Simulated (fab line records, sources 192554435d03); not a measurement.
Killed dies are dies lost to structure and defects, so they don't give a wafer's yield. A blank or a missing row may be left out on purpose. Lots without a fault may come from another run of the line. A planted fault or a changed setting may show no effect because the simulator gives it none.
fab line records | flow n5_finfet
record lots=7 wafers=21
route steps=1938 shown BEOL_M4@1037 BEOL_M5@1145 BEOL_M6@1211 BEOL_M7@1305
start_h: hours from the record's first day to the start of the lot's first wafer shown | wait_h: hours since the lot's step before | " the same as in the row above | L1.1+2: a row that stands for several wafers | - no value, or no start given | * or withheld: withheld | < > ~ a bound
route shown NAME@n: a module of which the file shows steps, and the number in the route of the first | usual: mean/standard deviation of fault-free wafers | same: alike in all rows | chamber/n: place in a boat | sites: the reading at each site | _std_site: their standard deviation | _edge_site: outer sites' mean less inner sites' | radius_mm: how far each site lies from the wafer's centre | mask NAME#n: copy n | behind: the tool/chamber that last shaped the wafer | hold: why the lot was held/for how many hours/how that ended | device: the transistor (n, p or np) that didn't switch | end of line: the same wafers' tests at the end of the route | a step without rows: its recipe alone | killed: dies lost to structure and defects at the first sort, not the wafer's yield | map: a wafer's dies, x killed, . not, _ none there
set.NAME: the setting as run; set.NAME@STEP: as run at that earlier step | model.NAME: the simulator's own value behind a step, which no gauge read
lots whose settings were changed on purpose; a table a step, a row a wafer
## steps
# step N5_BEOL_M4_DESCUM_16
# recipe chemistry=O2 time_s=7 source_power_w=50 bias_power_w=20 pressure_mtorr=20 rf_frequency_hz=2.712e+07 temp_c=40 resist=CAR-EUV o2_flow_sccm=225
# columns lot.wafer tool chamber start_h wait_h set.time_s model.CAR-EUV_of_BEOL_M4_COAT_05.thk_nm
L076.3+4 rie_diel-02 1,3 177.14 0.0 7 26
L076.5 " 3 " " 7 26.2
L079.1+6 rie_diel-01 1,2 206.74 0.4 7 26
L079.5 " 1 " " 7.913 25.6
L085.1 rie_diel-04 2 222.97 0.7 7.493 25.8
L085.3 " 3 " " 7 26
L085.5 " 0 " " 7 26.2
L086.1+3 rie_diel-04 3,2 238.04 0.2 7 26.2
L086.2 " 1 " " 6.25 26.6
L087.3 rie_diel-04 3 239.44 0.0 7 25.8
L087.4+5 " 0,3 " " 7 26
L088.3+4 rie_diel-01 0,1 251.11 0.0 7 26
L088.5 " 1 " " 7 26.2
L089.1 rie_diel-04 0 255.92 0.0 7 26.2
L089.4+5 " 1,0 " " 7.659 25.8
# step N5_BEOL_M4_ETCH_74
# recipe chemistry=N2/H2 target=underlayer target_depth_a=65 mask_material=CAR-EUV time_s=5.2 ion_energy_ev=200 pressure_mtorr=30 source_w=840 bias_w=150 n2_flow_sccm=200 h2_flow_sccm=200 ends=cleared
# columns lot.wafer tool chamber start_h wait_h set.time_s@BEOL_M4_DESCUM_16 model.CAR-EUV_of_BEOL_M4_COAT_05.thk_nm
L076.3+4+5 rie_diel-02 1,3,3 177.17 0.0 7 20.4
L079.1 rie_diel-01 1 206.78 0.0 7 20.2
L079.5 " 1 " " 7.913 19.8
L079.6 " 2 " " 7 20.4
L085.1 rie_diel-04 2 223.00 0.0 7.493 20.2
L085.3+5 " 3,0 " " 7 20.4
L086.1+3 rie_diel-04 3,2 238.07 0.0 7 20.4
L086.2 " 1 " " 6.25 20.8
L087.3 rie_diel-04 3 239.47 0.0 7 20.2
L087.4+5 " 0,3 " " 7 20.4
L088.3+5 rie_diel-01 0,1 251.15 0.0 7 20.4
L088.4 " 1 " " 7 20.2
L089.1 rie_diel-04 0 255.95 0.0 7 20.6
L089.4 " 1 " " 7.659 20
L089.5 " 0 " " 7.659 20.2
# step N5_BEOL_M4_ETCH_63
# recipe chemistry=CF4 target=SiARC target_depth_a=156 mask_material=CAR-EUV time_s=26 ion_energy_ev=80 pressure_mtorr=40 source_w=545 bias_w=36 Ar_flow_sccm=100 cf4_flow_sccm=100 ends=cleared
# columns lot.wafer tool chamber start_h wait_h set.time_s@BEOL_M4_DESCUM_16 model.CAR-EUV_of_BEOL_M4_COAT_05.thk_nm
L076.3+4+5 rie_diel-02 1,3,3 177.19 0.0 7 11.2
L079.1 rie_diel-01 1 206.80 0.0 7 11
L079.5 " 1 " " 7.913 10.6
L079.6 " 2 " " 7 11.2
L085.1 rie_diel-04 2 223.02 0.0 7.493 11
L085.3+5 " 3,0 " " 7 11.2
L086.1+3 rie_diel-04 3,2 238.09 0.0 7 11.2
L086.2 " 1 " " 6.25 11.6
L087.3 rie_diel-04 3 239.49 0.0 7 11
L087.4+5 " 0,3 " " 7 11.2
L088.3+5 rie_diel-01 0,1 251.16 0.0 7 11.2
L088.4 " 1 " " 7 11
L089.1 rie_diel-04 0 255.97 0.0 7 11.2
L089.4 " 1 " " 7.659 10.8
L089.5 " 0 " " 7.659 11
# step N5_BEOL_M4_ETCH_64
# recipe chemistry=N2/H2 target=SOC target_depth_a=750 overetch_a=225 mask_material=SiARC temp_c=40 time_s=121.9 ion_energy_ev=200 pressure_mtorr=30 source_w=840 bias_w=150 n2_flow_sccm=200 h2_flow_sccm=200
# columns lot.wafer tool chamber start_h wait_h set.spin_rpm@BEOL_M4_COAT_61 model.etch.depth_nm
L076.3 rie_diel-02 1 177.22 0.0 1420 61.76
L076.4 " 3 " " 1500 59.85
L076.5 " 3 " " 1420 61.71
L079.1 rie_diel-01 1 206.82 0.0 1389 62.35
L079.5 " 1 " " 1500 59.96
L079.6 " 2 " " 1500 60.09
L085.1 rie_diel-04 2 223.05 0.0 1500 60.13
L085.3 " 3 " " 1500 60.12
L085.5 " 0 " " 1500 60.04
L086.1 rie_diel-04 3 238.12 0.0 1500 59.9
L086.2 " 1 " " 1500 59.76
L086.3 " 2 " " 1500 60
L087.3 rie_diel-04 3 239.51 0.0 1500 60.19
L087.4 " 0 " " 1500 60.05
L087.5 " 3 " " 1500 59.93
L088.3 rie_diel-01 0 251.19 0.0 1500 60.35
L088.4 " 1 " " 1500 60.25
L088.5 " 1 " " 1605 58.42
L089.1 rie_diel-04 0 256.00 0.0 1500 60.2
L089.4 " 1 " " 1448 61.05
L089.5 " 0 " " 1500 60.13
# step N5_BEOL_M4_STRIP_65
# recipe chemistry=N2/H2 temp_c=40 n2_flow_sccm=200 h2_flow_sccm=200 rf_frequency_hz=6e+07
# step N5_BEOL_M4_STRIP_75
# recipe chemistry=N2/H2 temp_c=40 n2_flow_sccm=200 h2_flow_sccm=200 rf_frequency_hz=6e+07
# step N5_BEOL_M4_STRIP_66
# recipe chemistry=CF4 resist=SiARC power_w=300 bias_power_w=75 pressure_mtorr=50 cf4_flow_sccm=150 rf_frequency_hz=6e+07
# step N5_BEOL_M4_HM_OPEN_17
# recipe chemistry=Cl2/BCl3 target_depth_a=200 overetch_a=60 target=TiN mask_material=SOC ion_energy_ev=150 pressure_mtorr=10 icp_w=1000 bias_w=126 Cl2_flow_sccm=53.25 bcl3_flow_sccm=21.75 Ar_flow_sccm=25
# columns lot.wafer tool chamber start_h wait_h set.spin_rpm@BEOL_M4_COAT_61 model.SOC_of_BEOL_M4_COAT_61.thk_nm
L076.3+5 rie_metal-03 1 177.42 0.1 1420 54
L076.4 " 0 " " 1500 51.8
L079.1 rie_metal-03 0 207.00 0.0 1389 54.2
L079.5 " 0 " " 1500 51.8
L079.6 " 1 " " 1500 52.4
L085.1+3+5 rie_metal-02 0 223.22 0.0 1500 52.4
L086.1+3 rie_metal-01 1,0 238.29 0.0 1500 52.2
L086.2 " 0 " " 1500 52
L087.3 rie_metal-02 1 239.72 0.1 1500 52.6
L087.4 " 0 " " 1500 52.4
L087.5 " 0 " " 1500 52.2
L088.3 rie_metal-03 0 251.39 0.1 1500 52.2
L088.4 " 1 " " 1500 52.6
L088.5 " 1 " " 1605 50.8
L089.1 rie_metal-02 0 256.17 0.0 1500 52.6
L089.4 " 0 " " 1448 53.4
L089.5 " 0 " " 1500 52.4
# step N5_BEOL_M4_TRENCH_ETCH_37
# recipe chemistry=C4F6/O2 target_depth_a=555.55 target=SiOC time_s=29.2 ion_energy_ev=250 pressure_mtorr=30 source_w=355 bias_w=185 Ar_flow_sccm=300 C4F6_flow_sccm=10 O2_flow_sccm=10
# columns lot.wafer tool chamber start_h wait_h set.source_w model.etch.depth_nm model.BEOL_M4.feature_depth_nm
L076.3 rie_diel-01 2 - - 378.9 56.98 57
L076.4 " 0 " " 378.9 56.68 56.6
L076.5 " 2 " " 355 55.42 55.4
L079.1 rie_diel-04 1 - - 355 54.13 54.2
L079.5 " 0 " " 355 56.02 56
L079.6 " 2 " " 355 54.77 54.8
L085.1 rie_diel-01 3 - - 396.8 56.78 56.8
L085.3 " 0 " " 355 55.48 55.4
L085.5 " 1 " " 396.8 58.21 58.2
L086.1 rie_diel-01 0 - - 295.6 52.33 52.4
L086.2 " 3 " " 355 55.06 55
L086.3 " 1 " " 355 56.83 56.8
L087.3 rie_diel-02 1 - - 355 54.9 55
L087.4 " 3 " " 355 54.92 55
L087.5 " 1 " " 355 54.67 54.6
L089.1 rie_diel-01 1 - - 355 56.64 56.6
L089.4 " 1 " " 355 56.4 56.4
L089.5 " 0 " " 355 55.5 55.4
L088.3 rie_diel-02 1 - - 314.3 52.79 52.8
L088.4 " 3 " " 355 55.93 56
L088.5 " 2 " " 355 55.85 55.8
# step N5_BEOL_M4_ETCH_41
# recipe chemistry=CH3F/O2 target=SiCN target_depth_a=299 taper_deg=2 time_s=52.5 ion_energy_ev=120 mask_material=TiN pressure_mtorr=30 source_w=395 bias_w=75 Ar_flow_sccm=150 CH3F_flow_sccm=30 O2_flow_sccm=20
# step N5_BEOL_M4_STRIP_97
# recipe chemistry=N2/H2 time_s=10 power_w=450 temp_c=40 pressure_mtorr=20 rf_frequency_hz=6e+07 bias_power_w=7 n2_flow_sccm=200 h2_flow_sccm=200
# step N5_BEOL_M4_OCD_MEAS_38
# usual trench_depth_nm=55.4/0.8
# columns lot.wafer tool chamber start_h wait_h set.source_w@BEOL_M4_TRENCH_ETCH_37 trench_depth_nm
L076.3 ocd-02 - 182.91 - 378.9 56.8
L076.4 " - " " 378.9 56.8
L076.5 " - " " 355 55.5
L079.1 ocd-02 - 209.70 - 355 54.0
L079.5 " - " " 355 56.2
L079.6 " - " " 355 54.5
L085.1 ocd-02 - 237.50 - 396.8 57.5
L085.3 " - " " 355 55.2
L085.5 " - " " 396.8 58.3
L086.1 ocd-01 - 240.91 - 295.6 52.5
L086.2 " - " " 355 54.9
L086.3 " - " " 355 57.6
L087.3 ocd-02 - 245.07 - 355 54.8
L087.4 " - " " 355 55.0
L087.5 " - " " 355 54.6
L089.1 ocd-01 - 262.36 - 355 55.8
L089.4 " - " " 355 55.9
L089.5 " - " " 355 54.9
L088.3 ocd-01 - 263.78 - 314.3 52.1
L088.4 " - " " 355 56.3
L088.5 " - " " 355 55.9
# step N5_BEOL_M5_EXPOSE_25
# recipe mask_id=V4 na=0.33 source_shape=quasar sigma_inner=0.2 sigma_outer=0.6 polarization=unpolarized defocus_nm=10 dose_mj=52.75
# columns lot.wafer tool chamber start_h wait_h mask set.dose_mj
L076.3+5 euv_scanner-01 0 193.47 - V4#0 52.75
L076.4 " 0 " " V4#0 51.24
L079.1 euv_scanner-01 0 220.22 - V4#0 50.14
L079.5+6 " 0 " " V4#0 52.75
L085.1+3+5 euv_scanner-02 0 248.84 - V4#0 52.75
L086.1+3 euv_scanner-02 0 250.81 - V4#0 52.75
L086.2 " 0 " " V4#0 55.27
L087.3+4+5 euv_scanner-02 0 253.40 - V4#0 52.75
L089.1 euv_scanner-01 0 280.16 - V4#0 51.04
L089.4+5 " 0 " " V4#0 52.75
L088.3+4+5 euv_scanner-01 0 280.23 - V4#0 52.75
# step N5_BEOL_M5_PEB_26
# recipe peb_temp_c=100 peb_time_s=60 resist=CAR-EUV
# step N5_BEOL_M5_DEVELOP_27
# recipe develop_time_s=30 developer=TMAH resist=CAR-EUV rinse_liquid=surfactant_rinse dry=air_spin dev_temp_c=23
# step N5_BEOL_M5_DESCUM_33
# recipe chemistry=O2 time_s=7 source_power_w=50 bias_power_w=20 pressure_mtorr=20 rf_frequency_hz=2.712e+07 temp_c=40 resist=CAR-EUV o2_flow_sccm=225
# step N5_BEOL_M5_ETCH_75
# recipe chemistry=N2/H2 target=underlayer target_depth_a=65 mask_material=CAR-EUV time_s=5.2 ion_energy_ev=200 pressure_mtorr=30 source_w=840 bias_w=150 n2_flow_sccm=200 h2_flow_sccm=200 ends=cleared
# columns lot.wafer tool chamber start_h wait_h set.dose_mj@BEOL_M5_EXPOSE_25 model.BEOL_M5.cd_nm
L076.3 rie_diel-06 3 193.75 0.0 52.75 28.6
L076.4 " 0 " " 51.24 27.4
L076.5 " 3 " " 52.75 28.4
L079.1 rie_diel-03 3 220.55 0.0 50.14 26.6
L079.5 " 3 " " 52.75 28
L079.6 " 2 " " 52.75 27.6
L085.1+3 rie_diel-05 2,1 249.43 0.0 52.75 27.6
L085.5 " 0 " " 52.75 27.2
L086.1 rie_diel-06 0 251.20 0.0 52.75 28.2
L086.2 " 3 " " 55.27 29.2
L086.3 " 2 " " 52.75 27.8
L087.3+4 rie_diel-06 3 253.68 0.0 52.75 28.4
L087.5 " 0 " " 52.75 28.2
L089.1 rie_diel-05 2 284.09 0.0 51.04 27
L089.4 " 1 " " 52.75 27.8
L089.5 " 2 " " 52.75 27.4
L088.3 rie_diel-03 3 284.18 0.0 52.75 28.6
L088.4 " 2 " " 52.75 28.2
L088.5 " 1 " " 52.75 28
# step N5_BEOL_M5_VIA_ETCH_34
# recipe chemistry=C4F6/O2 target=SiCOH_lowk target_depth_a=883 mask_material=SOC taper_deg=4 time_s=39.2 ion_energy_ev=250 pressure_mtorr=30 source_w=345 bias_w=185 Ar_flow_sccm=300 C4F6_flow_sccm=10 O2_flow_sccm=10
# columns lot.wafer tool chamber start_h wait_h set.source_w set.dose_mj@BEOL_M5_EXPOSE_25 model.BEOL_M5.cd_nm
L076.3+5 rie_diel-06 3 193.89 0.0 345 52.75 28.4
L076.4 " 0 " " 345 51.24 27.6
L079.1 rie_diel-03 3 220.69 0.0 311.1 50.14 26.4
L079.5 " 3 " " 311.1 52.75 27.8
L079.6 " 2 " " 345 52.75 27.6
L085.1 rie_diel-05 2 249.58 0.0 345 52.75 27.6
L085.3 " 1 " " 386.2 52.75 27.4
L085.5 " 0 " " 345 52.75 26.8
L086.1 rie_diel-06 0 251.34 0.0 311.9 52.75 28
L086.2 " 3 " " 345 55.27 29
L086.3 " 2 " " 345 52.75 27.8
L087.3+5 rie_diel-06 3,0 253.83 0.0 345 52.75 28
L087.4 " 3 " " 345 52.75 28.2
L089.1 rie_diel-05 2 284.23 0.0 345 51.04 26.8
L089.4 " 1 " " 345 52.75 27.6
L089.5 " 2 " " 345 52.75 27.2
L088.3 rie_diel-03 3 284.33 0.0 345 52.75 28.6
L088.4 " 2 " " 361 52.75 28
L088.5 " 1 " " 361 52.75 27.8
# step N5_BEOL_M6_ETCH_61
# recipe chemistry=CF4 target=SiARC target_depth_a=455 mask_material=CAR-ArF time_s=75.8 ion_energy_ev=80 pressure_mtorr=40 source_w=545 bias_w=36 Ar_flow_sccm=100 cf4_flow_sccm=100 ends=cleared
# usual rf_vpp_V=183.8/1.1
# columns lot.wafer tool chamber start_h wait_h set.bias_w rf_vpp_V
L076.3 rie_diel-02 1 204.19 0.0 36 183.7
L076.4 " 2 " " 36 183.9
L076.5 " 1 " " 36 182.9
L079.1 rie_diel-04 1 230.71 0.0 33.31 175.2
L079.5 " 0 " " 36 182.9
L079.6 " 1 " " 36 183.9
L085.1 rie_diel-02 3 259.89 0.0 30.87 168.3
L085.3 " 0 " " 30.87 167.7
L085.5 " 3 " " 36 185.6
L086.1 rie_diel-04 3 262.81 0.0 36 184.4
L086.2 " 0 " " 36 183.0
L086.3 " 1 " " 41.46 199.6
L087.3 rie_diel-01 1 262.86 0.0 36 185.4
L087.4 " 3 " " 36 183.0
L087.5 " 0 " " 36 183.4
L089.1 rie_diel-01 1 293.92 0.0 36 184.4
L089.4 " 0 " " 31.55 166.8
L089.5 " 3 " " 31.55 168.5
L088.3 rie_diel-02 2 294.18 0.0 41.14 200.8
L088.4 " 3 " " 41.14 201.9
L088.5 " 1 " " 41.14 200.5
# step N5_BEOL_M7_VIA_ETCH_34
# recipe chemistry=C4F6/O2 target=SiCOH_lowk target_depth_a=1255 mask_material=SOC taper_deg=4 time_s=50.5 ion_energy_ev=250 pressure_mtorr=30 source_w=345 bias_w=185 Ar_flow_sccm=300 C4F6_flow_sccm=10 O2_flow_sccm=10
# usual rf_vpp_V=668/9
# columns lot.wafer tool chamber start_h wait_h set.source_w rf_vpp_V
L076.3 rie_diel-03 0 214.08 0.0 374.4 648
L076.4 " 2 " " 345 671
L076.5 " 3 " " 345 672
L079.1 rie_diel-03 2 240.70 0.0 345 671
L079.5 " 2 " " 326.2 690
L079.6 " 1 " " 345 666
L085.1 rie_diel-03 3 283.05 0.0 304.2 716
L085.3 " 1 " " 345 668
L085.5 " 0 " " 345 674
L086.1 rie_diel-03 1 283.45 0.0 345 668
L086.2 " 2 " " 345 670
L086.3 " 3 " " 345 669
L087.3 rie_diel-05 1 283.47 0.0 345 669
L087.4 " 0 " " 345 684
L087.5 " 2 " " 345 649
L089.1 rie_diel-06 3 302.09 0.0 345 655
L089.4 " 0 " " 319.5 679
L089.5 " 2 " " 319.5 706
L088.3 rie_diel-06 2 303.88 0.0 311 716
L088.4 " 1 " " 311 700
L088.5 " 1 " " 345 666
## key
split step=N5_BEOL_M4_DESCUM_16 setting=time_s stated=7 by=wafer
response step=N5_BEOL_M4_DESCUM_16 reading=model.CAR-EUV_of_BEOL_M4_COAT_05.thk_nm change=-0.0364 per=1% r=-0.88
response step=N5_BEOL_M4_ETCH_74 reading=model.CAR-EUV_of_BEOL_M4_COAT_05.thk_nm change=-0.04 per=1% r=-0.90
response step=N5_BEOL_M4_ETCH_63 reading=model.CAR-EUV_of_BEOL_M4_COAT_05.thk_nm change=-0.0355 per=1% r=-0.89
split step=N5_BEOL_M4_TRENCH_ETCH_37 setting=source_w stated=355 by=wafer
response step=N5_BEOL_M4_TRENCH_ETCH_37 reading=model.etch.depth_nm change=+0.217 per=1% r=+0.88
response step=N5_BEOL_M4_TRENCH_ETCH_37 reading=model.BEOL_M4.feature_depth_nm change=+0.215 per=1% r=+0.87
response step=N5_BEOL_M4_OCD_MEAS_38 reading=trench_depth_nm change=+0.253 per=1% r=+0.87
split step=N5_BEOL_M5_EXPOSE_25 setting=dose_mj stated=52.75 by=wafer
response step=N5_BEOL_M5_ETCH_75 reading=model.BEOL_M5.cd_nm change=+0.254 per=1% r=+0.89
response step=N5_BEOL_M5_VIA_ETCH_34 reading=model.BEOL_M5.cd_nm change=+0.241 per=1% r=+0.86
split step=N5_BEOL_M5_VIA_ETCH_34 setting=source_w stated=345 by=wafer
response none clear
split step=N5_BEOL_M6_ETCH_61 setting=bias_w stated=36 by=wafer
response step=N5_BEOL_M6_ETCH_61 reading=rf_vpp_V change=+1.18 per=1% r=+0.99
split step=N5_BEOL_M7_VIA_ETCH_34 setting=source_w stated=345 by=wafer
response step=N5_BEOL_M7_VIA_ETCH_34 reading=rf_vpp_V change=-3.9 per=1% r=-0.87
split outside_this_file step=N5_BEOL_M4_COAT_61 setting=spin_rpm
# split outside_this_file: this setting was split too, and the file shows its column; the key of that split is in another file
